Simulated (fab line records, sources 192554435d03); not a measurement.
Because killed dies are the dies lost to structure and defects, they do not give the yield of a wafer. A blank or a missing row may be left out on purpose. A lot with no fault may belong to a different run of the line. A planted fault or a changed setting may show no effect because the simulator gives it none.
Tool commonality check -- flow n5 finfet -- 10 lots, 30 wafers sampled

## REASON FOR OPENING
At N5_BEOL_M4_RC_MEAS_101 the reading CJ_N is flagged on 3 of 10 lots. Wafers without a fault read 4.36, standard deviation 0.086.
Rule: a lot gets a flag if all its wafers with a number sit over 4 standard deviations from that mean, or if no wafer of it has a number. The rest of the lots are taken to be sound.

lot,measured,on,"CJ_N, wafer by wafer",flag
L654,day 7 14:26,prober-02,4.32 4.20 4.32,
L660,day 10 00:17,prober-02,4.31 4.36 4.31,
L663,day 10 08:52,prober-01,5.06 5.02 5.05,FLAGGED
L661,day 10 17:09,prober-01,4.21 4.29 4.19,
L664,day 11 05:05,prober-01,4.93 4.87 4.93,FLAGGED
L665,day 11 13:34,prober-01,4.42 4.43 4.43,
L666,day 11 21:41,prober-01,5.03 5.09 5.11,FLAGGED
L672,day 12 18:44,prober-02,4.26 4.38 4.25,
L673,day 12 20:55,prober-02,4.35 4.31 4.34,
L676,day 14 17:31,prober-02,4.32 4.31 4.31,
The numbers of the flagged lots are 5.01 on average: +0.65 against the usual, or +8 standard deviations.

## EACH LOT AND THE TOOL IT RAN ON
2 process steps preceding the reading are held in the record, out of 1938 steps in the route. Each cell gives the tool, then ch followed by the chambers the sampled wafers passed through, then the start.
lot,flag,N5_ZERO_LAYER_PECVD_02,N5_WELL_APT_IMPLANT_32
L654,,"pecvd-02 ch 2, day 1 12:19","implanter-01 ch 0, day 1 15:26"
L660,,"pecvd-02 ch 0,1,2, day 3 00:17","implanter-02 ch 0, day 3 03:23"
L663,FLAGGED,"pecvd-01 ch 0,2, day 3 18:17","implanter-01 ch 0, day 3 22:15"
L661,,"pecvd-01 ch 0,1,2, day 3 06:18","implanter-01 ch 0, day 3 09:16"
L664,FLAGGED,"pecvd-01 ch 0,1, day 4 00:17","implanter-01 ch 0, day 4 03:29"
L665,,"pecvd-01 ch 0,1,2, day 4 06:17","implanter-02 ch 0, day 4 09:47"
L666,FLAGGED,"pecvd-04 ch 0,1,2, day 4 12:19","implanter-01 ch 0, day 4 15:29"
L672,,"pecvd-04 ch 1,2, day 6 00:17","implanter-02 ch 0, day 6 03:34"
L673,,"pecvd-02 ch 0,1,2, day 6 06:17","implanter-02 ch 0, day 6 09:59"
L676,,"pecvd-04 ch 0,1,2, day 7 00:19","implanter-02 ch 0, day 7 03:30"
What the steps here do:
- N5_ZERO_LAYER_PECVD_02: deposits SiO2 from SiH4/N2O, target thk 10 nm, time 6 s.
- N5_WELL_APT_IMPLANT_32
- N5_BEOL_M4_RC_MEAS_101

## FLAGGED OVER TOTAL, TOOL BY TOOL (the gauges that took the reading come last)
step,tool,lots run,flagged,share of the flagged lots,sound lots run after its first flagged lot
N5_ZERO_LAYER_PECVD_02,pecvd-01,4,2,some,1 (L665)
N5_ZERO_LAYER_PECVD_02,pecvd-02,3,0,none,-
N5_ZERO_LAYER_PECVD_02,pecvd-04,3,1,some,"2 (L672,L676)"
N5_WELL_APT_IMPLANT_32,implanter-01,5,3,all,0
N5_WELL_APT_IMPLANT_32,implanter-02,5,0,none,-
N5_BEOL_M4_RC_MEAS_101,prober-01,5,3,all,"2 (L661,L665)"
N5_BEOL_M4_RC_MEAS_101,prober-02,5,0,none,-

## WHAT THE TABLE ALLOWS
2 rows of the table ran every flagged lot: implanter-01 at N5_WELL_APT_IMPLANT_32, prober-01 at N5_BEOL_M4_RC_MEAS_101.
- implanter-01 at N5_WELL_APT_IMPLANT_32 ran 5 lots, 3 of them flagged. Last sound lot L661 at day 3 09:16, first flagged lot L663 at day 3 22:15; a fault beginning in between fits. Its own readings lie more than 4 standard deviations out on every wafer of the flagged lots: beam energy keV.
- prober-01 at N5_BEOL_M4_RC_MEAS_101 ran 5 lots, 3 of them flagged. After the first flagged lot (L661, L665), sound lots still ran on it; a lasting fault on the whole tool would not permit that.
Left over: one tool, implanter-01 at N5_WELL_APT_IMPLANT_32.

## WHAT THE SIMULATOR HAD INSERTED
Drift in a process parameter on implanter-01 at N5_WELL_APT_IMPLANT_32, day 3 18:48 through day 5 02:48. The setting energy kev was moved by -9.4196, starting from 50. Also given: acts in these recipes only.
Shown lots that were struck: L663, L664, L666. The rule given above showed the same thing.
